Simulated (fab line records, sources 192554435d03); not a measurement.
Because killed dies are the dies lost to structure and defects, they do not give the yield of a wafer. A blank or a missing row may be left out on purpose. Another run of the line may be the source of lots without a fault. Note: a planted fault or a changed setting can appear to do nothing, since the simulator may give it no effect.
Split-lot experiment :: flow n5Finfet :: 21 wafers read across 7 lots, on a route 1938 steps long

THE SPLIT ITSELF
At N5_BEOL_M5_ETCH_72 (etches underlayer in N2/H2, target depth 6.5 nm, time 5.2 s), the setting biasW was moved away from the recipe's 150 W on 3 of the 21 wafers read, by +6.1% to +9.9%. This setting was run at the recipe's value on the other wafers.

The reading is taken at the split's own step.

THE READING
rfVppV, in V, at N5_BEOL_M5_ETCH_72 (etches underlayer in N2/H2, target depth 6.5 nm, time 5.2 s). On this fab line, fault-free wafers typically give 524.2 V with a standard deviation of 2.9 V.

wafer: L076.1
tool, chamber at the split: rieDiel-03, 2
biasW as run, W: 150
against the recipe: recipe
rfVppV, V: 524.7
against lot-mates on the recipe: -

wafer: L076.2
tool, chamber at the split: rieDiel-03, 1
biasW as run, W: 150
against the recipe: recipe
rfVppV, V: 526.8
against lot-mates on the recipe: -

wafer: L076.5
tool, chamber at the split: rieDiel-03, 1
biasW as run, W: 150
against the recipe: recipe
rfVppV, V: 525.6
against lot-mates on the recipe: -

wafer: L077.4
tool, chamber at the split: rieDiel-01, 0
biasW as run, W: 150
against the recipe: recipe
rfVppV, V: 528.5
against lot-mates on the recipe: -

wafer: L077.5
tool, chamber at the split: rieDiel-01, 2
biasW as run, W: 150
against the recipe: recipe
rfVppV, V: 520.4
against lot-mates on the recipe: -

wafer: L077.6
tool, chamber at the split: rieDiel-01, 3
biasW as run, W: 150
against the recipe: recipe
rfVppV, V: 521.4
against lot-mates on the recipe: -

wafer: L082.1
tool, chamber at the split: rieDiel-04, 3
biasW as run, W: 150
against the recipe: recipe
rfVppV, V: 518.6
against lot-mates on the recipe: -

wafer: L082.2
tool, chamber at the split: rieDiel-04, 0
biasW as run, W: 150
against the recipe: recipe
rfVppV, V: 525.6
against lot-mates on the recipe: -

wafer: L082.5
tool, chamber at the split: rieDiel-04, 1
biasW as run, W: 150
against the recipe: recipe
rfVppV, V: 527.1
against lot-mates on the recipe: -

wafer: L084.2
tool, chamber at the split: rieDiel-03, 3
biasW as run, W: 150
against the recipe: recipe
rfVppV, V: 526.1
against lot-mates on the recipe: -

wafer: L084.5
tool, chamber at the split: rieDiel-03, 0
biasW as run, W: 150
against the recipe: recipe
rfVppV, V: 518.9
against lot-mates on the recipe: -

wafer: L084.6
tool, chamber at the split: rieDiel-03, 1
biasW as run, W: 150
against the recipe: recipe
rfVppV, V: 526.4
against lot-mates on the recipe: -

wafer: L089.1
tool, chamber at the split: rieDiel-03, 3
biasW as run, W: 150
against the recipe: recipe
rfVppV, V: 527.5
against lot-mates on the recipe: -

wafer: L089.4
tool, chamber at the split: rieDiel-03, 1
biasW as run, W: 150
against the recipe: recipe
rfVppV, V: 526.4
against lot-mates on the recipe: -

wafer: L089.6
tool, chamber at the split: rieDiel-03, 1
biasW as run, W: 150
against the recipe: recipe
rfVppV, V: 526.5
against lot-mates on the recipe: -

wafer: L094.1
tool, chamber at the split: rieDiel-04, 3
biasW as run, W: 150
against the recipe: recipe
rfVppV, V: 518.6
against lot-mates on the recipe: -

wafer: L094.2
tool, chamber at the split: rieDiel-04, 1
biasW as run, W: 159.1
against the recipe: +6.1%
rfVppV, V: 544.7
against lot-mates on the recipe: +21.9

wafer: L094.4
tool, chamber at the split: rieDiel-04, 0
biasW as run, W: 150
against the recipe: recipe
rfVppV, V: 527.1
against lot-mates on the recipe: -

wafer: L093.2
tool, chamber at the split: rieDiel-04, 3
biasW as run, W: 150
against the recipe: recipe
rfVppV, V: 518.8
against lot-mates on the recipe: -

wafer: L093.4
tool, chamber at the split: rieDiel-04, 1
biasW as run, W: 164.8
against the recipe: +9.9%
rfVppV, V: 556.9
against lot-mates on the recipe: +38.1

wafer: L093.5
tool, chamber at the split: rieDiel-04, 1
biasW as run, W: 164.8
against the recipe: +9.9%
rfVppV, V: 555.6
against lot-mates on the recipe: +36.8

THE FIT
A straight line over all 21 wafers: rfVppV changes by +3.27 V for each +1% of biasW; r = +0.95; the points scatter about the line by 3.4 V.
The same after taking each lot's own level away (the mean of its wafers on the recipe; 21 wafers): +3.77 V for each +1%; r = +0.97; scatter 2.9 V.
That fit puts the effect of the largest move of biasW on the reading at 37 V.
From 518.80 to 526.80 V: that is the span of the lots' own levels, equal to 2.8 times the standard deviation above.
Thus the slope moves with the lot-to-lot level: the two fits are different.
Check: for one of the wafers moved furthest among these (+9.9%), held out of the fit, the line's prediction against its lot-mates is +36.5 V. Against them it came out at +38.1 V.
Tool readings at the split's step, against how far the setting was moved: etchRfOnTimeS r = -0.88; rfVppV r = +0.95.

OTHER SPLITS APPLIED TO THESE WAFERS
Before the reading, these wafers also passed through other splits. Each is held against what the fit with the lots' levels taken away leaves over:
other split on the same wafers: N5_BEOL_M3_EXPOSE_08 doseMj
wafers away from the commonest value: 8
r with rfVppV (lot level and that fit taken away): -0.10

other split on the same wafers: N5_BEOL_M4_TRENCH_ETCH_37 sourceW
wafers away from the commonest value: 4
r with rfVppV (lot level and that fit taken away): +0.11

THE WHOLE CHAIN: every reading that the file lists as answering this split, in the file's order
step: N5_BEOL_M5_ETCH_72
what it does: etches underlayer in N2/H2, target depth 6.5 nm, time 5.2 s
reading: etchRfOnTimeS
change (the file's fit): withheld for each +1% of the setting
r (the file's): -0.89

step: N5_BEOL_M5_ETCH_72
what it does: etches underlayer in N2/H2, target depth 6.5 nm, time 5.2 s
reading: rfVppV
change (the file's fit): +3.75 V for each +1% of the setting
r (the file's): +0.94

THE FILE'S OWN FIT
rfVppV changes by +3.75 V for each +1% of biasW, r = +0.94.
